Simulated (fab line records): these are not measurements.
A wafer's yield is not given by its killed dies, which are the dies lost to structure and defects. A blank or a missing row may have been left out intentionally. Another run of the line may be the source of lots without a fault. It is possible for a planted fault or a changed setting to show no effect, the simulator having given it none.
fab line records ; flow n5_finfet
record: lots: 12; wafers: 36; last_day: 17
route steps=1938 shown BEOL_M5@1163 PASSIVATION@1936
lots that met no fault: taken from a fault-free run of the same line
start_h: hours from the record's opening day to when the first of the lot's shown wafers began ; wait_h: hours elapsed since this lot's preceding step ; " unchanged from the row above ; L1.1+2: a row that stands for several wafers ; - value missing, or start not given ; * or withheld: withheld ; < > ~ a bound
route shown NAME@n: names a module that has steps shown in the file, with the first one's number in the route ; usual: the fault-free wafers' mean and standard deviation ; same: alike in all rows ; chamber/n: place in a boat ; sites: each site's reading ; _std_site: standard deviation of those values ; _edge_site: inner sites' mean taken away from outer sites' mean ; radius_mm: for every site, how far away it sits from the centre of the wafer ; mask NAME#n: copy n ; behind: the most recent tool/chamber to have shaped the wafer ; hold: why the lot went on hold/how many hours it stayed there/how the hold came to an end ; device: transistor that didn't switch, given as n, p or np ; end of line: tests run on the same wafers once the route is complete ; a step with no rows: only its recipe ; killed: dies that structure and defects cost at the first sort, which is not the same as the wafer's yield ; map: a wafer's dies, marking killed ones x, the rest . and places with no die _
set.NAME: the run value of the setting; set.NAME@STEP: its run value at that earlier step ; model.NAME: the simulator's own value behind a step, which no gauge read
steps of the route over a sample of lots; a table a step, a row a wafer
services: from which hour (start_h, from the record's first day; less than 0 if before it) a tool's chamber was out of use, for how many hours, and why
== steps ==
step: N5_BEOL_M5_OCD_MEAS_38
usual: trench_depth_nm: 71.4/1.1
lot.wafer;tool;chamber;start_h;wait_h;trench_depth_nm
L901.1;ocd-02;-;181.85;-;72.4
L901.3;ocd-02;-;181.85;-;73.1
L901.5;ocd-02;-;181.85;-;72.3
L902.1;ocd-02;-;196.06;-;72.2
L902.4;ocd-02;-;196.06;-;71.0
L902.5;ocd-02;-;196.06;-;71.7
L903.1;ocd-01;-;196.12;-;71.8
L903.3;ocd-01;-;196.12;-;71.0
L903.5;ocd-01;-;196.12;-;72.2
L904.1;ocd-01;-;202.48;-;71.9
L904.5;ocd-01;-;202.48;-;72.2
L904.6;ocd-01;-;202.48;-;71.7
L912.1;ocd-01;-;247.06;-;70.9
L912.3;ocd-01;-;247.06;-;72.8
L912.4;ocd-01;-;247.06;-;71.2
L914.2;ocd-02;-;256.36;-;69.6
L914.3;ocd-02;-;256.36;-;69.4
L914.5;ocd-02;-;256.36;-;71.5
L913.2;ocd-01;-;256.98;-;73.4
L913.3;ocd-01;-;256.98;-;71.7
L913.5;ocd-01;-;256.98;-;73.2
L916.1;ocd-01;-;274.42;-;72.8
L916.5;ocd-01;-;274.42;-;71.5
L916.6;ocd-01;-;274.42;-;70.9
L918.1;ocd-02;-;281.92;-;70.5
L918.2;ocd-02;-;281.92;-;69.8
L918.4;ocd-02;-;281.92;-;72.1
L917.1;ocd-01;-;284.64;-;72.1
L917.3;ocd-01;-;284.64;-;72.0
L917.6;ocd-01;-;284.64;-;71.7
L919.3;ocd-02;-;297.21;-;71.0
L919.5;ocd-02;-;297.21;-;73.2
L919.6;ocd-02;-;297.21;-;70.6
L922.4;ocd-02;-;308.47;-;69.7
L922.5;ocd-02;-;308.47;-;70.6
L922.6;ocd-02;-;308.47;-;70.4
step: N5_BEOL_M5_DEGAS_44
recipe: ambient: vacuum; temp_c: 250; time_s: 60
usual: heater_power_w: 339/30
same: time_s: 60
lot.wafer;tool;chamber;start_h;wait_h;heater_power_w
L901.1;pvd_sputter-01;-;182.75;0.3;375
L901.3;pvd_sputter-01;-;182.75;0.3;323
L901.5;pvd_sputter-01;-;182.75;0.3;384
L902.1;pvd_sputter-01;-;197.07;0.8;316
L902.4;pvd_sputter-01;-;197.07;0.8;292
L902.5;pvd_sputter-01;-;197.07;0.8;374
L903.1;pvd_sputter-02;-;197.09;0.5;370
L903.3;pvd_sputter-02;-;197.09;0.5;347
L903.5;pvd_sputter-02;-;197.09;0.5;346
L904.1;pvd_sputter-02;-;204.66;1.9;349
L904.5;pvd_sputter-02;-;204.66;1.9;352
L904.6;pvd_sputter-02;-;204.66;1.9;353
L912.1;pvd_sputter-02;-;247.73;0.4;334
L912.3;pvd_sputter-02;-;247.73;0.4;346
L912.4;pvd_sputter-02;-;247.73;0.4;358
L914.2;pvd_sputter-01;-;256.93;0.2;381
L914.3;pvd_sputter-01;-;256.93;0.2;320
L914.5;pvd_sputter-01;-;256.93;0.2;312
L913.2;pvd_sputter-01;-;259.19;1.9;298
L913.3;pvd_sputter-01;-;259.19;1.9;369
L913.5;pvd_sputter-01;-;259.19;1.9;381
L916.1;pvd_sputter-01;-;274.95;0.3;297
L916.5;pvd_sputter-01;-;274.95;0.3;308
L916.6;pvd_sputter-01;-;274.95;0.3;382
L918.1;pvd_sputter-02;-;282.44;0.3;339
L918.2;pvd_sputter-02;-;282.44;0.3;365
L918.4;pvd_sputter-02;-;282.44;0.3;347
L917.1;pvd_sputter-01;-;285.30;0.4;313
L917.3;pvd_sputter-01;-;285.30;0.4;378
L917.6;pvd_sputter-01;-;285.30;0.4;299
L919.3;pvd_sputter-01;-;298.08;0.5;295
L919.5;pvd_sputter-01;-;298.08;0.5;285
L919.6;pvd_sputter-01;-;298.08;0.5;374
L922.4;pvd_sputter-02;-;309.09;0.2;352
L922.5;pvd_sputter-02;-;309.09;0.2;349
L922.6;pvd_sputter-02;-;309.09;0.2;360
step: N5_BEOL_M5_PRE_CLEAN_45
recipe: gas: H2/He; time_s: 30; temp_c: 250
usual: heater_power_w: 339/30
same: time_s: 30
lot.wafer;tool;chamber;start_h;wait_h;heater_power_w
L901.1;pvd_sputter-01;-;182.79;0.0;369
L901.3;pvd_sputter-01;-;182.79;0.0;321
L901.5;pvd_sputter-01;-;182.79;0.0;384
L902.1;pvd_sputter-01;-;197.11;0.0;317
L902.4;pvd_sputter-01;-;197.11;0.0;295
L902.5;pvd_sputter-01;-;197.11;0.0;371
L903.1;pvd_sputter-02;-;197.13;0.0;373
L903.3;pvd_sputter-02;-;197.13;0.0;344
L903.5;pvd_sputter-02;-;197.13;0.0;340
L904.1;pvd_sputter-02;-;204.70;0.0;347
L904.5;pvd_sputter-02;-;204.70;0.0;351
L904.6;pvd_sputter-02;-;204.70;0.0;341
L912.1;pvd_sputter-02;-;247.77;0.0;348
L912.3;pvd_sputter-02;-;247.77;0.0;347
L912.4;pvd_sputter-02;-;247.77;0.0;368
L914.2;pvd_sputter-01;-;256.97;0.0;372
L914.3;pvd_sputter-01;-;256.97;0.0;316
L914.5;pvd_sputter-01;-;256.97;0.0;321
L913.2;pvd_sputter-01;-;259.23;0.0;301
L913.3;pvd_sputter-01;-;259.23;0.0;375
L913.5;pvd_sputter-01;-;259.23;0.0;378
L916.1;pvd_sputter-01;-;274.99;0.0;289
L916.5;pvd_sputter-01;-;274.99;0.0;319
L916.6;pvd_sputter-01;-;274.99;0.0;390
L918.1;pvd_sputter-02;-;282.48;0.0;342
L918.2;pvd_sputter-02;-;282.48;0.0;363
L918.4;pvd_sputter-02;-;282.48;0.0;349
L917.1;pvd_sputter-01;-;285.34;0.0;320
L917.3;pvd_sputter-01;-;285.34;0.0;385
L917.6;pvd_sputter-01;-;285.34;0.0;292
L919.3;pvd_sputter-01;-;298.12;0.0;286
L919.5;pvd_sputter-01;-;298.12;0.0;287
L919.6;pvd_sputter-01;-;298.12;0.0;370
L922.4;pvd_sputter-02;-;309.13;0.0;352
L922.5;pvd_sputter-02;-;309.13;0.0;344
L922.6;pvd_sputter-02;-;309.13;0.0;352
step: N5_BEOL_M5_SPUTTER_81
recipe: material: Cu; target_thk_a: 150; temp_c: -20; chamber_pressure_pa: 0.07; power_w: withheld; time_s: 27.62
usual: chamber_pressure_pa: 0.07002/0.00015; chuck_gas_flow_sccm: 1.25/0.047; throttle_valve_pct: 30.2/1.2; time_s: 27.62/0
lot.wafer;tool;chamber;start_h;wait_h;chamber_pressure_pa;chuck_gas_flow_sccm;throttle_valve_pct;time_s
L901.1;pvd_sputter-02;-;184.49;0.5;0.07013;1.23;30.8;27.62
L901.3;pvd_sputter-02;-;184.49;0.5;0.07014;1.24;30.7;27.62
L901.5;pvd_sputter-02;-;184.49;0.5;0.07017;1.23;31.0;27.62
L902.1;pvd_sputter-02;-;198.88;0.5;0.06996;1.36;31.0;27.62
L902.4;pvd_sputter-02;-;198.88;0.5;0.07004;1.32;30.8;27.62
L902.5;pvd_sputter-02;-;198.88;0.5;0.07007;1.25;30.8;27.62
L903.1;pvd_sputter-01;-;199.24;0.5;-;-;-;-
L903.3;pvd_sputter-01;-;199.24;0.5;-;-;-;-
L903.5;pvd_sputter-01;-;199.24;0.5;-;-;-;-
L904.1;pvd_sputter-02;-;206.90;0.5;-;-;-;-
L904.5;pvd_sputter-02;-;206.90;0.5;-;-;-;-
L904.6;pvd_sputter-02;-;206.90;0.5;-;-;-;-
L912.1;pvd_sputter-01;-;249.75;0.5;0.06993;1.15;30.1;27.62
L912.3;pvd_sputter-01;-;249.75;0.5;0.06976;1.19;28.1;27.62
L912.4;pvd_sputter-01;-;249.75;0.5;0.06995;1.24;31.8;27.62
L914.2;pvd_sputter-02;-;259.06;0.5;0.07003;1.25;30.8;27.62
L914.3;pvd_sputter-02;-;259.06;0.5;0.07018;1.28;30.7;27.62
L914.5;pvd_sputter-02;-;259.06;0.5;0.07026;1.26;30.9;27.62
L913.2;pvd_sputter-01;-;261.77;0.5;0.06998;1.22;28.0;27.62
L913.3;pvd_sputter-01;-;261.77;0.5;0.06993;1.21;31.6;27.62
L913.5;pvd_sputter-01;-;261.77;0.5;0.06981;1.26;30.1;27.62
L916.1;pvd_sputter-02;-;276.62;0.5;0.07034;1.31;30.9;27.62
L916.5;pvd_sputter-02;-;276.62;0.5;0.06996;1.23;31.2;27.62
L916.6;pvd_sputter-02;-;276.62;0.5;0.07015;1.28;30.9;27.62
L918.1;pvd_sputter-02;-;284.40;0.5;0.06989;1.25;31.0;27.62
L918.2;pvd_sputter-02;-;284.40;0.5;0.07015;1.27;31.1;27.62
L918.4;pvd_sputter-02;-;284.40;0.5;0.06995;1.25;30.9;27.62
L917.1;pvd_sputter-03;-;288.66;0.5;0.06999;1.26;30.9;27.62
L917.3;pvd_sputter-03;-;288.66;0.5;0.07007;1.19;28.4;27.62
L917.6;pvd_sputter-03;-;288.66;0.5;0.07002;1.35;30.6;27.62
L919.3;pvd_sputter-02;-;299.81;0.5;0.07005;1.31;30.5;27.62
L919.5;pvd_sputter-02;-;299.81;0.5;0.06993;1.16;30.9;27.62
L919.6;pvd_sputter-02;-;299.81;0.5;0.07015;1.31;30.6;27.62
L922.4;pvd_sputter-02;-;311.00;0.5;0.06996;1.21;30.9;27.62
L922.5;pvd_sputter-02;-;311.00;0.5;0.0698;1.31;31.3;27.62
L922.6;pvd_sputter-02;-;311.00;0.5;0.06997;1.25;30.8;27.62
step: N5_PASSIVATION_PROBE_49
usual: defect_limited_yield: 91.3/1.5; killed_at_M0_to_M3: 33/12; killed_at_M4_up: 13/5.2; killed_at_contacts: 13/6.7; killed_at_front_end: 40/11; killed_at_other: 4.1/2.7; killed_dies: 103/17; killed_open: 69/13; killed_short: 33/8.4; sort_bin_5_function: 5.1/1; sort_bin_6_memory: 3.2/0.62; sort_n_pass: 1077/17; sort_yield_pct: 91.3/1.5
same: gross_dies: 1180; killed_at_back_side: 0; sort_bin_4_leakage[%]: 0; sort_bin_8_speed[%]: 0
lot.wafer;tool;chamber;start_h;wait_h;defect_limited_yield[%];killed_at_M0_to_M3;killed_at_M4_up;killed_at_contacts;killed_at_front_end;killed_at_other;killed_dies;killed_open;killed_short;sort_bin_5_function[%];sort_bin_6_memory[%];sort_n_pass;sort_yield_pct[%]
L904.1;prober-01;-;299.41;0.0;89.7;38;43;2;30;9;122;70;30;6.7;3.3;1058;89.7
L904.5;prober-01;-;299.61;0.2;89.3;45;40;4;26;11;126;73;37;6.7;3.6;1054;89.3
L904.6;prober-01;-;299.66;0.3;90.8;27;39;2;35;6;109;63;31;5.0;3.8;1071;90.8
L903.1;prober-02;-;303.80;0.0;90.4;44;28;6;31;4;113;59;32;5.2;4.1;1067;90.4
L903.3;prober-02;-;303.90;0.1;88.9;44;38;12;31;6;131;75;36;6.4;4.3;1049;88.9
L903.5;prober-02;-;304.00;0.2;89.9;44;40;8;25;2;119;55;42;5.8;3.7;1061;89.9
killed by level:class
L904.1 BEOL_M5:interface_void_opened=22 BEOL_M4:geometric_particle:open=12 BEOL_M0_SAQP:geometric_particle:short=9 BEOL_M0_SAQP:geometric_particle:open=8 STI_FIN_REVEAL:geometric_particle:open=7 BEOL_M0:geometric_particle:open=6 BEOL_M3:geometric_particle:open=5 FIN_SAQP:geometric_particle:open=4
L904.5 BEOL_M5:interface_void_opened=15 BEOL_M3:geometric_particle:open=12 BEOL_M0_SAQP:geometric_particle:short=10 BEOL_M4:geometric_particle:open=10 BEOL_M0:geometric_particle:open=7 STI_FIN_REVEAL:geometric_particle:open=6 DUMMY_GATE:geometric_particle:open=6 BEOL_M0_SAQP:geometric_particle:open=6
L904.6 BEOL_M4:geometric_particle:open=18 STI_FIN_REVEAL:geometric_particle:open=14 BEOL_M5:interface_void_opened=13 BEOL_M0_SAQP:geometric_particle:short=5 BEOL_M0_SAQP:geometric_particle:open=5 BEOL_M4:geometric_particle:short=5 BEOL_M1:geometric_particle:open=5 FIN_SAQP:geometric_particle:open=4
L903.1 BEOL_M5:interface_void_opened=21 BEOL_M0_SAQP:geometric_particle:open=9 BEOL_M0_SAQP:geometric_particle:short=9 BEOL_M2:geometric_particle:open=9 FIN_SAQP:geometric_particle:open=7 BEOL_M1:geometric_particle:open=7 FIN_SAQP:geometric_particle:short=6 MOL_CONTACT_COAG:geometric_particle:open=6
L903.3 BEOL_M5:interface_void_opened=19 BEOL_M0_SAQP:geometric_particle:short=15 MOL_CONTACT_COAG:geometric_particle:open=10 FIN_SAQP:geometric_particle:open=9 STI_FIN_REVEAL:geometric_particle:open=7 BEOL_M0_SAQP:geometric_particle:open=6 BEOL_M1:geometric_particle:open=6 BEOL_M4:geometric_particle:open=5
L903.5 BEOL_M5:interface_void_opened=22 BEOL_M0_SAQP:geometric_particle:short=14 BEOL_M3:geometric_particle:open=10 BEOL_M0_SAQP:geometric_particle:open=8 FIN_SAQP:geometric_particle:short=7 MOL_CONTACT_COAG:geometric_particle:open=6 FIN_SAQP:geometric_particle:open=5 BEOL_M2:geometric_particle:open=5
== services ==
tool;chamber;start_h;hours;kind
pvd_sputter-03;-;279.46;4.2;repair
== key ==
first_sign: step: N5_BEOL_M5_SPUTTER_81; reading: tool_record; direction: missing
effect: step: N5_PASSIVATION_PROBE_49; reading: killed_at_M4_up; direction: up; sigmas: 4.7; usual: 13; struck: 38
met_at N5_BEOL_M5_SPUTTER_81
struck_lots L903,L904
not_acting_at N5_BEOL_M5_OCD_MEAS_38,N5_BEOL_M5_DEGAS_44,N5_BEOL_M5_PRE_CLEAN_45
onset_between 198.88 199.24
fault: kind: skipped_step_whole; tool: pvd_sputter-01,pvd_sputter-02; chamber: -; onset_h: 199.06; steps: N5_BEOL_M5_SPUTTER_81; scope: struck_lots_only
